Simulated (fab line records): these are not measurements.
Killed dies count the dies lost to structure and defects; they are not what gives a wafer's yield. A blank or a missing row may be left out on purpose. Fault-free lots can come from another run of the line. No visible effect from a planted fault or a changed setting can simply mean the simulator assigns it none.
Split-lot study / flow n5-finfet / on a route of 1938 steps: 7 lots, 21 wafers read

THE SPLIT ITSELF
At N5_ZERO_LAYER_COAT_05 (resist thk 1000 nm), the setting spin-rpm was moved away from the recipe's 1500 rpm on 11 of the 21 wafers read, by -7.6% to +8.7%. For the rest of the wafers, this setting stayed at what the recipe calls for.

FROM THE SPLIT TO THE READING: what the file shows between them, 7 steps
- N5_ZERO_LAYER_EXPOSE_08: exposes mask ZERO, defocus 0 nm, target cd 2000 nm (also split here: dose-mj)
- N5_ZERO_LAYER_PEB_09
- N5_ZERO_LAYER_DEVELOP_10: develop time 60 s
- N5_ZERO_LAYER_HARDBAKE_23: time 120 s
- N5_ZERO_LAYER_CD_MEAS_11: target cd 2000 nm
- N5_ZERO_LAYER_DESCUM_16: chemistry O2, time 7.9 s
- N5_ZERO_LAYER_ETCH_17: etches SiO2 in CF4, target depth 12 nm, time 13.3 s

THE READING
coat_of_ZERO_LAYER_COAT_05.thk-nm (the simulator's own value, which no gauge read), in nm, at N5_ZERO_LAYER_ETCH_18 (etches Si in HBr/Cl2, target depth 120 nm, time 40 s). No usual value for it is given in the file. Average 932.4 nm, standard deviation 3.2 nm, over the 10 wafers here run with the recipe.

wafer=L075.1; tool, chamber at the split=litho-track-02, 0; spin-rpm as run, rpm=1608; against the recipe=+7.2%; coat_of_ZERO_LAYER_COAT_05.thk-nm, nm=895.5; against lot-mates on the recipe=-35.5
wafer=L075.3; tool, chamber at the split=litho-track-02, 0; spin-rpm as run, rpm=1608; against the recipe=+7.2%; coat_of_ZERO_LAYER_COAT_05.thk-nm, nm=893.7; against lot-mates on the recipe=-37.3
wafer=L075.4; tool, chamber at the split=litho-track-02, 0; spin-rpm as run, rpm=1500; against the recipe=recipe; coat_of_ZERO_LAYER_COAT_05.thk-nm, nm=931; against lot-mates on the recipe=-
wafer=L077.2; tool, chamber at the split=litho-track-03, 0; spin-rpm as run, rpm=1500; against the recipe=recipe; coat_of_ZERO_LAYER_COAT_05.thk-nm, nm=932.7; against lot-mates on the recipe=-
wafer=L077.4; tool, chamber at the split=litho-track-03, 0; spin-rpm as run, rpm=1631; against the recipe=+8.7%; coat_of_ZERO_LAYER_COAT_05.thk-nm, nm=895.3; against lot-mates on the recipe=-38.1
wafer=L077.6; tool, chamber at the split=litho-track-03, 0; spin-rpm as run, rpm=1500; against the recipe=recipe; coat_of_ZERO_LAYER_COAT_05.thk-nm, nm=934.1; against lot-mates on the recipe=-
wafer=L084.1; tool, chamber at the split=litho-track-04, 0; spin-rpm as run, rpm=1582; against the recipe=+5.5%; coat_of_ZERO_LAYER_COAT_05.thk-nm, nm=904.3; against lot-mates on the recipe=no lot-mate on the recipe
wafer=L084.2; tool, chamber at the split=litho-track-04, 0; spin-rpm as run, rpm=1582; against the recipe=+5.5%; coat_of_ZERO_LAYER_COAT_05.thk-nm, nm=907.7; against lot-mates on the recipe=no lot-mate on the recipe
wafer=L084.3; tool, chamber at the split=litho-track-04, 0; spin-rpm as run, rpm=1582; against the recipe=+5.5%; coat_of_ZERO_LAYER_COAT_05.thk-nm, nm=901.1; against lot-mates on the recipe=no lot-mate on the recipe
wafer=L088.2; tool, chamber at the split=litho-track-03, 0; spin-rpm as run, rpm=1500; against the recipe=recipe; coat_of_ZERO_LAYER_COAT_05.thk-nm, nm=938; against lot-mates on the recipe=-
wafer=L088.3; tool, chamber at the split=litho-track-03, 0; spin-rpm as run, rpm=1500; against the recipe=recipe; coat_of_ZERO_LAYER_COAT_05.thk-nm, nm=932.8; against lot-mates on the recipe=-
wafer=L088.6; tool, chamber at the split=litho-track-03, 0; spin-rpm as run, rpm=1500; against the recipe=recipe; coat_of_ZERO_LAYER_COAT_05.thk-nm, nm=936.9; against lot-mates on the recipe=-
wafer=L089.1; tool, chamber at the split=litho-track-02, 0; spin-rpm as run, rpm=1500; against the recipe=recipe; coat_of_ZERO_LAYER_COAT_05.thk-nm, nm=927; against lot-mates on the recipe=-
wafer=L089.5; tool, chamber at the split=litho-track-02, 0; spin-rpm as run, rpm=1386; against the recipe=-7.6%; coat_of_ZERO_LAYER_COAT_05.thk-nm, nm=964.2; against lot-mates on the recipe=+36.5
wafer=L089.6; tool, chamber at the split=litho-track-02, 0; spin-rpm as run, rpm=1500; against the recipe=recipe; coat_of_ZERO_LAYER_COAT_05.thk-nm, nm=928.5; against lot-mates on the recipe=-
wafer=L091.1; tool, chamber at the split=litho-track-03, 0; spin-rpm as run, rpm=1604; against the recipe=+6.9%; coat_of_ZERO_LAYER_COAT_05.thk-nm, nm=896.7; against lot-mates on the recipe=no lot-mate on the recipe
wafer=L091.2; tool, chamber at the split=litho-track-03, 0; spin-rpm as run, rpm=1604; against the recipe=+6.9%; coat_of_ZERO_LAYER_COAT_05.thk-nm, nm=896; against lot-mates on the recipe=no lot-mate on the recipe
wafer=L091.3; tool, chamber at the split=litho-track-03, 0; spin-rpm as run, rpm=1604; against the recipe=+6.9%; coat_of_ZERO_LAYER_COAT_05.thk-nm, nm=895.7; against lot-mates on the recipe=no lot-mate on the recipe
wafer=L092.1; tool, chamber at the split=litho-track-04, 0; spin-rpm as run, rpm=1500; against the recipe=recipe; coat_of_ZERO_LAYER_COAT_05.thk-nm, nm=932.1; against lot-mates on the recipe=-
wafer=L092.2; tool, chamber at the split=litho-track-04, 0; spin-rpm as run, rpm=1500; against the recipe=recipe; coat_of_ZERO_LAYER_COAT_05.thk-nm, nm=930.6; against lot-mates on the recipe=-
wafer=L092.3; tool, chamber at the split=litho-track-04, 0; spin-rpm as run, rpm=1621; against the recipe=+8.1%; coat_of_ZERO_LAYER_COAT_05.thk-nm, nm=894.8; against lot-mates on the recipe=-36.6

FIT RESULTS
A straight line over all 21 wafers: coat_of_ZERO_LAYER_COAT_05.thk-nm changes by -4.78 nm for each +1% of spin-rpm; r = -0.99; the points scatter about the line by 3.4 nm.
The same after taking each lot's own level away (the mean of its wafers on the recipe; 15 wafers): -4.72 nm for each +1%; r = -1.00; scatter 1.8 nm.
On that fit, the largest move of spin-rpm shifts the reading by 41 nm.
The lots' own levels span 927.75 to 935.90 nm, that is 2.5 times the standard deviation above.
Consequently the slope shifts little with the lot-to-lot level, the two slopes agreeing.
Check: with one of the wafers moved furthest among these (+8.7%) left out of the fit, the line predicts -42.3 nm for it against its lot-mates. Against them it came out at -38.1 nm.

THE OTHER SPLITS THESE WAFERS WENT THROUGH
Before the reading, these wafers also passed through other splits. Each is held against what the fit with the lots' levels taken away leaves over:
other split on the same wafers=N5_ZERO_LAYER_EXPOSE_08 dose-mj; wafers away from the commonest value=8; r with coat_of_ZERO_LAYER_COAT_05.thk-nm (lot level and that fit taken away)=+0.53

THE WHOLE CHAIN: every reading that the file lists as answering this split, in the file's order
step=N5_ZERO_LAYER_COAT_05; what it does=resist thk 1000 nm; reading=coat_of_ZERO_LAYER_COAT_05.thk-nm (the simulator's own value, which no gauge read); change (the file's fit)=-4.65 nm for each +1% of the setting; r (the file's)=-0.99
step=N5_ZERO_LAYER_ETCH_18; what it does=etches Si in HBr/Cl2, target depth 120 nm, time 40 s; reading=coat_of_ZERO_LAYER_COAT_05.thk-nm (the simulator's own value, which no gauge read); change (the file's fit)=-4.64 nm for each +1% of the setting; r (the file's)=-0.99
step=N5_ZERO_LAYER_STRIP_24; what it does=strips in O2; reading=strip-time-to-endpoint-s; change (the file's fit)=withheld for each +1% of the setting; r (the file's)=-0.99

FILE'S OWN FIT
coat_of_ZERO_LAYER_COAT_05.thk-nm changes by -4.64 nm for each +1% of spin-rpm, r = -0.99.
